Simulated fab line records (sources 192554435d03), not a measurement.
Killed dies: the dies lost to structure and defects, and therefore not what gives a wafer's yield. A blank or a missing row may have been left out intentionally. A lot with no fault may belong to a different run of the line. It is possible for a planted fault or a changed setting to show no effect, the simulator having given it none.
Lot-split experiment	flow n5_finfet	route with 1938 steps; 7 lots, 21 wafers read

ON THE SPLIT
At N5_PASSIVATION_ETCH_59 (etches TaN in Cl2/BCl3, target depth 65 nm, time 34.9 s), the setting time_s was moved away from the recipe's 34.9 s on 7 of the 21 wafers read, by -16.2% to +14.7%. All remaining wafers had this setting at the recipe value.

The reading comes from the split's own step.

THE READING
etch.depth_nm (the simulator's own value, which no gauge read), in nm, at N5_PASSIVATION_ETCH_59 (etches TaN in Cl2/BCl3, target depth 65 nm, time 34.9 s). The file does not state a usual value for it. Here, 14 wafers ran the recipe; their average is 63.61 nm with a standard deviation of 1.8 nm.

wafer	tool, chamber at the split	time_s as run, s	against the recipe	etch.depth_nm, nm	against lot-mates on the recipe
L076.2	rie_metal-03, 0	34.9	recipe	63.96	-
L076.4	rie_metal-03, 1	34.9	recipe	62.72	-
L076.5	rie_metal-03, 0	34.9	recipe	64.6	-
L086.1	rie_metal-03, 1	37.07	+6.2%	66.12	+4.03
L086.5	rie_metal-03, 0	37.07	+6.2%	68.36	+6.27
L086.6	rie_metal-03, 1	34.9	recipe	62.09	-
L085.1	rie_metal-02, 0	34.9	recipe	63.98	-
L085.2	rie_metal-02, 1	34.9	recipe	63.05	-
L085.4	rie_metal-02, 1	34.9	recipe	63.41	-
L087.1	rie_metal-02, 0	40.02	+14.7%	72.28	+8.43
L087.4	rie_metal-02, 1	40.02	+14.7%	72.89	+9.04
L087.6	rie_metal-02, 0	34.9	recipe	63.85	-
L091.2	rie_metal-03, 1	34.9	recipe	61.07	-
L091.3	rie_metal-03, 0	34.9	recipe	62	-
L091.4	rie_metal-03, 1	34.9	recipe	61.23	-
L095.1	rie_metal-01, 0	29.25	-16.2%	56.88	-10.42
L095.3	rie_metal-01, 0	34.9	recipe	67.86	-
L095.4	rie_metal-01, 1	34.9	recipe	66.74	-
L096.2	rie_metal-02, 0	37.71	+8.1%	69.08	+5.09
L096.3	rie_metal-02, 1	37.71	+8.1%	68.34	+4.35
L096.5	rie_metal-02, 0	34.9	recipe	63.99	-

THE FIT
A straight line over all 21 wafers: etch.depth_nm changes by +0.542 nm for each +1% of time_s; r = +0.90; the points scatter about the line by 1.7 nm.
The same after taking each lot's own level away (the mean of its wafers on the recipe; 21 wafers): +0.627 nm for each +1%; r = +0.98; scatter 0.73 nm.
According to that fit, moving time_s by its largest amount changes the reading by 10 nm.
Measured against the standard deviation above, the lots' own levels, which go from 61.433 to 67.300 nm, span 3.2 times it.
Thus the slope moves with the lot-to-lot level: the two fits are different.
Check: -9.86 nm against its lot-mates is what the line predicts for one of the wafers moved furthest among these (-16.2%) when that wafer is left out of the fit. It came out at -10.4 nm against them.

THESE WAFERS: OTHER SPLITS
Before the reading, these wafers also passed through other splits. Each is held against what the fit with the lots' levels taken away leaves over:
other split on the same wafers	wafers away from the commonest value	r with etch.depth_nm (lot level and that fit taken away)
N5_BEOL_M13_DEVELOP_27 develop_time_s	11	-0.29
N5_BEOL_M14_PEB_26 peb_temp_c	8	+0.26
N5_BEOL_M15_ETCH_61 bias_w	8	-0.52
N5_MIM_BOT_LITHO_EXPOSE_05 dose_mj	5	-0.07
N5_MIM_BOT_ETCH_ETCH_00 icp_w	5	-0.23

FILE'S OWN FIT
etch.depth_nm changes by +0.632 nm for each +1% of time_s, r = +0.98.
